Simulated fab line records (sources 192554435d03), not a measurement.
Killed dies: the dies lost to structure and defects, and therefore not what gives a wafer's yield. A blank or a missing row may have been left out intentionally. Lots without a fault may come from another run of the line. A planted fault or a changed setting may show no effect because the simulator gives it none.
What tool caused it? || flow n5Finfet || 72 wafers from 24 lots sampled at 4 of the route's 1938 steps

## WHAT EACH GAUGE READ, for each wafer
N5_MOL_CONTACT_COAG_CD_MEAS_08: the cd target is 28 nm. Usual: cdNm reads 27.99 nm (standard deviation 0.25).
{"lot": "L074", "measured": "day 4 15:01", "on": "cdSem-01", "cdNm (nm)": "27.98 27.85 28.45", "flag": ""}
{"lot": "L075", "measured": "day 4 21:03", "on": "cdSem-01", "cdNm (nm)": "27.77 27.77 28.20", "flag": ""}
{"lot": "L076", "measured": "day 5 00:56", "on": "cdSem-02", "cdNm (nm)": "28.03 28.21 27.84", "flag": ""}
{"lot": "L077", "measured": "day 5 10:22", "on": "cdSem-03", "cdNm (nm)": "27.93 28.00 27.74", "flag": ""}
{"lot": "L078", "measured": "day 5 13:25", "on": "cdSem-02", "cdNm (nm)": "27.78 27.47 28.05", "flag": ""}
{"lot": "L079", "measured": "day 5 22:46", "on": "cdSem-03", "cdNm (nm)": "28.49 27.92 28.03", "flag": ""}
{"lot": "L080", "measured": "day 6 06:43", "on": "cdSem-02", "cdNm (nm)": "28.01 28.04 28.46", "flag": ""}
{"lot": "L081", "measured": "day 6 09:56", "on": "cdSem-01", "cdNm (nm)": "27.85 27.72 27.65", "flag": ""}
{"lot": "L082", "measured": "day 6 23:47", "on": "cdSem-03", "cdNm (nm)": "27.54 27.72 27.69", "flag": ""}
{"lot": "L083", "measured": "day 7 07:05", "on": "cdSem-01", "cdNm (nm)": "28.32 28.09 28.02", "flag": ""}
{"lot": "L085", "measured": "day 7 10:17", "on": "cdSem-02", "cdNm (nm)": "27.64 28.42 28.13", "flag": ""}
{"lot": "L084", "measured": "day 7 11:43", "on": "cdSem-02", "cdNm (nm)": "27.94 27.98 27.97", "flag": ""}
{"lot": "L086", "measured": "day 7 18:46", "on": "cdSem-03", "cdNm (nm)": "28.30 28.27 27.84", "flag": ""}
{"lot": "L088", "measured": "day 8 07:28", "on": "cdSem-03", "cdNm (nm)": "27.97 27.86 27.86", "flag": ""}
{"lot": "L087", "measured": "day 8 07:55", "on": "cdSem-03", "cdNm (nm)": "27.78 27.97 28.01", "flag": ""}
{"lot": "L089", "measured": "day 8 15:31", "on": "cdSem-02", "cdNm (nm)": "28.33 28.55 28.15", "flag": ""}
{"lot": "L090", "measured": "day 9 03:32", "on": "cdSem-01", "cdNm (nm)": "28.38 28.73 28.36", "flag": ""}
{"lot": "L091", "measured": "day 9 05:22", "on": "cdSem-01", "cdNm (nm)": "28.37 27.82 28.11", "flag": ""}
{"lot": "L092", "measured": "day 9 17:31", "on": "cdSem-01", "cdNm (nm)": "27.60 27.56 28.33", "flag": ""}
{"lot": "L094", "measured": "day 9 17:56", "on": "cdSem-02", "cdNm (nm)": "28.19 27.93 28.08", "flag": ""}
{"lot": "L093", "measured": "day 9 18:47", "on": "cdSem-01", "cdNm (nm)": "28.03 28.00 28.33", "flag": ""}
{"lot": "L095", "measured": "day 10 00:49", "on": "cdSem-01", "cdNm (nm)": "27.81 27.83 27.91", "flag": ""}
{"lot": "L096", "measured": "day 10 05:17", "on": "cdSem-02", "cdNm (nm)": "28.10 27.88 28.30", "flag": ""}
{"lot": "L097", "measured": "day 10 14:27", "on": "cdSem-01", "cdNm (nm)": "28.07 28.03 28.16", "flag": ""}

N5_MOL_CONTACT_COAG_CD_MEAS_99: the cd target is 17.2 nm. Usual: cdNm reads 17.1 nm (standard deviation 0.35).
{"lot": "L074", "measured": "day 4 15:32", "on": "cdSem-01", "cdNm (nm)": "17.0 17.1 17.1", "flag": ""}
{"lot": "L075", "measured": "day 4 21:34", "on": "cdSem-02", "cdNm (nm)": "17.1 17.5 17.3", "flag": ""}
{"lot": "L076", "measured": "day 5 01:28", "on": "cdSem-03", "cdNm (nm)": "16.4 16.9 17.5", "flag": ""}
{"lot": "L077", "measured": "day 5 11:29", "on": "cdSem-02", "cdNm (nm)": "17.2 17.4 17.1", "flag": ""}
{"lot": "L078", "measured": "day 5 13:56", "on": "cdSem-02", "cdNm (nm)": "16.5 17.5 16.8", "flag": ""}
{"lot": "L079", "measured": "day 5 23:17", "on": "cdSem-02", "cdNm (nm)": "17.6 17.8 17.9", "flag": ""}
{"lot": "L080", "measured": "day 6 07:14", "on": "cdSem-03", "cdNm (nm)": "16.9 17.4 17.0", "flag": ""}
{"lot": "L081", "measured": "day 6 10:27", "on": "cdSem-01", "cdNm (nm)": "16.9 17.0 17.4", "flag": ""}
{"lot": "L082", "measured": "day 7 00:18", "on": "cdSem-03", "cdNm (nm)": "16.8 17.1 16.6", "flag": ""}
{"lot": "L083", "measured": "day 7 07:36", "on": "cdSem-03", "cdNm (nm)": "17.4 17.5 17.2", "flag": ""}
{"lot": "L085", "measured": "day 7 10:55", "on": "cdSem-01", "cdNm (nm)": "16.8 16.8 17.5", "flag": ""}
{"lot": "L084", "measured": "day 7 12:14", "on": "cdSem-01", "cdNm (nm)": "17.4 17.3 17.4", "flag": ""}
{"lot": "L086", "measured": "day 7 19:17", "on": "cdSem-03", "cdNm (nm)": "17.1 17.7 17.6", "flag": ""}
{"lot": "L088", "measured": "day 8 07:59", "on": "cdSem-02", "cdNm (nm)": "17.4 17.0 17.1", "flag": ""}
{"lot": "L087", "measured": "day 8 08:26", "on": "cdSem-02", "cdNm (nm)": "16.8 16.4 17.5", "flag": ""}
{"lot": "L089", "measured": "day 8 16:23", "on": "cdSem-01", "cdNm (nm)": "16.8 18.0 17.9", "flag": ""}
{"lot": "L090", "measured": "day 9 04:04", "on": "cdSem-03", "cdNm (nm)": "17.3 16.8 17.0", "flag": ""}
{"lot": "L091", "measured": "day 9 05:53", "on": "cdSem-01", "cdNm (nm)": "16.9 17.6 16.4", "flag": ""}
{"lot": "L092", "measured": "day 9 18:02", "on": "cdSem-02", "cdNm (nm)": "16.6 16.9 16.7", "flag": ""}
{"lot": "L094", "measured": "day 9 18:28", "on": "cdSem-02", "cdNm (nm)": "16.9 16.9 16.6", "flag": ""}
{"lot": "L093", "measured": "day 9 19:18", "on": "cdSem-03", "cdNm (nm)": "17.2 17.4 17.2", "flag": ""}
{"lot": "L095", "measured": "day 10 01:21", "on": "cdSem-03", "cdNm (nm)": "17.2 16.8 17.5", "flag": ""}
{"lot": "L096", "measured": "day 10 05:55", "on": "cdSem-02", "cdNm (nm)": "17.3 16.7 16.7", "flag": ""}
{"lot": "L097", "measured": "day 10 15:11", "on": "cdSem-03", "cdNm (nm)": "17.5 17.3 17.0", "flag": ""}

N5_MOL_CONTACT_COAG_OVL_MEAS_85. Usual: for VG_OVL the level is 0.0 nm and the standard deviation is 0.7.
{"lot": "L074", "measured": "day 5 02:38", "on": "overlay-02", "VG_OVL (nm)": "0.6 0.1 -0.3", "flag": ""}
{"lot": "L075", "measured": "day 5 06:09", "on": "overlay-01", "VG_OVL (nm)": "0.7 -0.3 0.9", "flag": ""}
{"lot": "L076", "measured": "day 5 09:38", "on": "overlay-01", "VG_OVL (nm)": "0.0 -1.0 -0.5", "flag": ""}
{"lot": "L077", "measured": "day 5 20:05", "on": "overlay-01", "VG_OVL (nm)": "-0.8 0.1 0.1", "flag": ""}
{"lot": "L078", "measured": "day 5 21:01", "on": "overlay-02", "VG_OVL (nm)": "-0.1 -1.1 0.4", "flag": ""}
{"lot": "L079", "measured": "day 6 08:29", "on": "overlay-02", "VG_OVL (nm)": "-0.5 -0.3 1.0", "flag": ""}
{"lot": "L080", "measured": "day 6 17:14", "on": "overlay-02", "VG_OVL (nm)": "-1.4 0.4 0.4", "flag": ""}
{"lot": "L081", "measured": "day 7 01:01", "on": "overlay-02", "VG_OVL (nm)": "0.0 -0.4 0.4", "flag": ""}
{"lot": "L082", "measured": "day 7 10:57", "on": "overlay-02", "VG_OVL (nm)": "1.5 2.2 0.5", "flag": ""}
{"lot": "L083", "measured": "day 7 17:26", "on": "overlay-02", "VG_OVL (nm)": "1.6 -0.1 1.0", "flag": ""}
{"lot": "L085", "measured": "day 7 18:01", "on": "overlay-01", "VG_OVL (nm)": "-0.2 -0.9 0.0", "flag": ""}
{"lot": "L084", "measured": "day 7 20:58", "on": "overlay-02", "VG_OVL (nm)": "-1.0 -0.3 -0.3", "flag": ""}
{"lot": "L086", "measured": "day 8 05:14", "on": "overlay-01", "VG_OVL (nm)": "0.9 0.2 0.4", "flag": ""}
{"lot": "L088", "measured": "day 8 17:02", "on": "overlay-01", "VG_OVL (nm)": "0.2 -1.2 0.2", "flag": ""}
{"lot": "L087", "measured": "day 8 18:42", "on": "overlay-01", "VG_OVL (nm)": "0.1 0.7 -0.2", "flag": ""}
{"lot": "L089", "measured": "day 9 03:43", "on": "overlay-02", "VG_OVL (nm)": "0.1 -0.7 -0.7", "flag": ""}
{"lot": "L090", "measured": "day 9 12:38", "on": "overlay-02", "VG_OVL (nm)": "1.6 0.4 1.0", "flag": ""}
{"lot": "L091", "measured": "day 9 17:43", "on": "overlay-01", "VG_OVL (nm)": "1.3 1.0 0.3", "flag": ""}
{"lot": "L092", "measured": "day 10 04:09", "on": "overlay-02", "VG_OVL (nm)": "-0.2 0.3 0.3", "flag": ""}
{"lot": "L094", "measured": "day 10 04:41", "on": "overlay-01", "VG_OVL (nm)": "-0.2 -0.5 0.4", "flag": ""}
{"lot": "L093", "measured": "day 10 07:01", "on": "overlay-01", "VG_OVL (nm)": "0.4 0.7 0.2", "flag": ""}
{"lot": "L095", "measured": "day 10 12:33", "on": "overlay-02", "VG_OVL (nm)": "-0.4 -0.3 0.1", "flag": ""}
{"lot": "L096", "measured": "day 10 16:20", "on": "overlay-02", "VG_OVL (nm)": "0.3 -0.5 -1.6", "flag": ""}
{"lot": "L097", "measured": "day 11 02:50", "on": "overlay-01", "VG_OVL (nm)": "0.3 0.1 -0.6", "flag": ""}

## WHAT TOOL EACH LOT RAN ON (gives the tool, then ch and the chambers of the sampled wafers, and finally the start)
{"lot": "L074", "N5_MOL_CONTACT_COAG_ALD_20": "aldMetal-01 ch 0,3, day 4 16:41"}
{"lot": "L075", "N5_MOL_CONTACT_COAG_ALD_20": "aldMetal-04 ch 1,3, day 4 22:41"}
{"lot": "L076", "N5_MOL_CONTACT_COAG_ALD_20": "aldMetal-02 ch 1,2, day 5 02:07"}
{"lot": "L077", "N5_MOL_CONTACT_COAG_ALD_20": "aldMetal-01 ch 1,2,3, day 5 12:03"}
{"lot": "L078", "N5_MOL_CONTACT_COAG_ALD_20": "aldMetal-02 ch 0,1,2, day 5 14:33"}
{"lot": "L079", "N5_MOL_CONTACT_COAG_ALD_20": "aldMetal-01 ch 0,1,2, day 6 00:20"}
{"lot": "L080", "N5_MOL_CONTACT_COAG_ALD_20": "aldMetal-02 ch 1,2,3, day 6 07:53"}
{"lot": "L081", "N5_MOL_CONTACT_COAG_ALD_20": "aldMetal-01 ch 1,2, day 6 12:08"}
{"lot": "L082", "N5_MOL_CONTACT_COAG_ALD_20": "aldMetal-02 ch 2,3, day 7 01:22"}
{"lot": "L083", "N5_MOL_CONTACT_COAG_ALD_20": "aldMetal-01 ch 1,2,3, day 7 10:10"}
{"lot": "L085", "N5_MOL_CONTACT_COAG_ALD_20": "aldMetal-04 ch 0,1,2, day 7 11:31"}
{"lot": "L084", "N5_MOL_CONTACT_COAG_ALD_20": "aldMetal-01 ch 0,1,3, day 7 12:52"}
{"lot": "L086", "N5_MOL_CONTACT_COAG_ALD_20": "aldMetal-01 ch 0,2,3, day 7 19:56"}
{"lot": "L088", "N5_MOL_CONTACT_COAG_ALD_20": "aldMetal-04 ch 0,3, day 8 08:34"}
{"lot": "L087", "N5_MOL_CONTACT_COAG_ALD_20": "aldMetal-04 ch 0,3, day 8 09:01"}
{"lot": "L089", "N5_MOL_CONTACT_COAG_ALD_20": "aldMetal-01 ch 1,3, day 8 17:31"}
{"lot": "L090", "N5_MOL_CONTACT_COAG_ALD_20": "aldMetal-01 ch 0,2,3, day 9 05:08"}
{"lot": "L091", "N5_MOL_CONTACT_COAG_ALD_20": "aldMetal-04 ch 2,3, day 9 06:32"}
{"lot": "L092", "N5_MOL_CONTACT_COAG_ALD_20": "aldMetal-04 ch 1,2, day 9 18:51"}
{"lot": "L094", "N5_MOL_CONTACT_COAG_ALD_20": "aldMetal-02 ch 1,2, day 9 19:13"}
{"lot": "L093", "N5_MOL_CONTACT_COAG_ALD_20": "aldMetal-01 ch 0,2,3, day 9 20:07"}
{"lot": "L095", "N5_MOL_CONTACT_COAG_ALD_20": "aldMetal-01 ch 0,2,3, day 10 03:44"}
{"lot": "L096", "N5_MOL_CONTACT_COAG_ALD_20": "aldMetal-01 ch 1,2,3, day 10 07:35"}
{"lot": "L097", "N5_MOL_CONTACT_COAG_ALD_20": "aldMetal-02 ch 1,2,3, day 10 16:55"}
- N5_MOL_CONTACT_COAG_ALD_20: deposits TiN, target thk 1.5 nm, pulse time 1 s, purge time 3 s.

## WHAT THE TOOLS THEMSELVES READ (means of the sampled wafers that have a number; where no wafer has one, the mark that the record gives instead)
N5_MOL_CONTACT_COAG_ALD_20. Usual: chamberPressureTorr 3.000 Torr, standard deviation 0.0058; heaterPowerW 902 W, standard deviation 84; precursorPulseHeightRel 0.998, standard deviation 0.022.
{"lot": "L074", "tool": "aldMetal-01", "chamberPressureTorr (Torr)": 3.002, "heaterPowerW (W)": 917, "precursorPulseHeightRel": 0.997, "flag": ""}
{"lot": "L075", "tool": "aldMetal-04", "chamberPressureTorr (Torr)": 3.009, "heaterPowerW (W)": 945, "precursorPulseHeightRel": 0.980, "flag": ""}
{"lot": "L076", "tool": "aldMetal-02", "chamberPressureTorr (Torr)": 2.998, "heaterPowerW (W)": 910, "precursorPulseHeightRel": 1.007, "flag": ""}
{"lot": "L077", "tool": "aldMetal-01", "chamberPressureTorr (Torr)": 3.004, "heaterPowerW (W)": 873, "precursorPulseHeightRel": 0.998, "flag": ""}
{"lot": "L078", "tool": "aldMetal-02", "chamberPressureTorr (Torr)": 3.000, "heaterPowerW (W)": 922, "precursorPulseHeightRel": 1.014, "flag": ""}
{"lot": "L079", "tool": "aldMetal-01", "chamberPressureTorr (Torr)": 3.002, "heaterPowerW (W)": 966, "precursorPulseHeightRel": 0.998, "flag": ""}
{"lot": "L080", "tool": "aldMetal-02", "chamberPressureTorr (Torr)": 2.997, "heaterPowerW (W)": 852, "precursorPulseHeightRel": 0.989, "flag": ""}
{"lot": "L081", "tool": "aldMetal-01", "chamberPressureTorr (Torr)": 2.997, "heaterPowerW (W)": 880, "precursorPulseHeightRel": 0.986, "flag": ""}
{"lot": "L082", "tool": "aldMetal-02", "chamberPressureTorr (Torr)": 3.005, "heaterPowerW (W)": 823, "precursorPulseHeightRel": 0.998, "flag": ""}
{"lot": "L083", "tool": "aldMetal-01", "chamberPressureTorr (Torr)": 3.000, "heaterPowerW (W)": 886, "precursorPulseHeightRel": 0.994, "flag": ""}
{"lot": "L085", "tool": "aldMetal-04", "chamberPressureTorr (Torr)": 2.998, "heaterPowerW (W)": 881, "precursorPulseHeightRel": 1.003, "flag": ""}
{"lot": "L084", "tool": "aldMetal-01", "chamberPressureTorr (Torr)": 3.002, "heaterPowerW (W)": 954, "precursorPulseHeightRel": 0.998, "flag": ""}
{"lot": "L086", "tool": "aldMetal-01", "chamberPressureTorr (Torr)": 2.998, "heaterPowerW (W)": 906, "precursorPulseHeightRel": 0.996, "flag": ""}
{"lot": "L088", "tool": "aldMetal-04", "chamberPressureTorr (Torr)": 2.996, "heaterPowerW (W)": 909, "precursorPulseHeightRel": 1.008, "flag": ""}
{"lot": "L087", "tool": "aldMetal-04", "chamberPressureTorr (Torr)": 2.999, "heaterPowerW (W)": 909, "precursorPulseHeightRel": 0.993, "flag": ""}
{"lot": "L089", "tool": "aldMetal-01", "chamberPressureTorr (Torr)": 3.000, "heaterPowerW (W)": 865, "precursorPulseHeightRel": 1.019, "flag": ""}
{"lot": "L090", "tool": "aldMetal-01", "chamberPressureTorr (Torr)": 2.998, "heaterPowerW (W)": 916, "precursorPulseHeightRel": 1.006, "flag": ""}
{"lot": "L091", "tool": "aldMetal-04", "chamberPressureTorr (Torr)": 3.005, "heaterPowerW (W)": 940, "precursorPulseHeightRel": 0.983, "flag": ""}
{"lot": "L092", "tool": "aldMetal-04", "chamberPressureTorr (Torr)": 3.002, "heaterPowerW (W)": 922, "precursorPulseHeightRel": 1.023, "flag": ""}
{"lot": "L094", "tool": "aldMetal-02", "chamberPressureTorr (Torr)": 2.999, "heaterPowerW (W)": 899, "precursorPulseHeightRel": 1.001, "flag": ""}
{"lot": "L093", "tool": "aldMetal-01", "chamberPressureTorr (Torr)": 3.001, "heaterPowerW (W)": 908, "precursorPulseHeightRel": 1.002, "flag": ""}
{"lot": "L095", "tool": "aldMetal-01", "chamberPressureTorr (Torr)": 2.994, "heaterPowerW (W)": 906, "precursorPulseHeightRel": 1.023, "flag": ""}
{"lot": "L096", "tool": "aldMetal-01", "chamberPressureTorr (Torr)": 3.005, "heaterPowerW (W)": 892, "precursorPulseHeightRel": 0.987, "flag": ""}
{"lot": "L097", "tool": "aldMetal-02", "chamberPressureTorr (Torr)": 2.993, "heaterPowerW (W)": 844, "precursorPulseHeightRel": 0.987, "flag": ""}

## THE ANSWER, worked out from the rows above alone
Rule: take the mean of a lot's wafers that have a number; if it is more than 3 standard deviations from the usual mean, the lot is off. Also off: a lot with no number at a reading for which 4 or more lots have one. All remaining lots with rows at the step are treated as sound. After the gauges, taken in route order, come the tools' own readings; for these a lot's mean is taken, as printed above. The first step at which some lot is off is used, and at that step the reading that is off furthest; a lot without a number counts as furthest.
Nothing can be told from this: no lot is off at any reading shown.

## WHAT THE SIMULATOR HAD PUT IN
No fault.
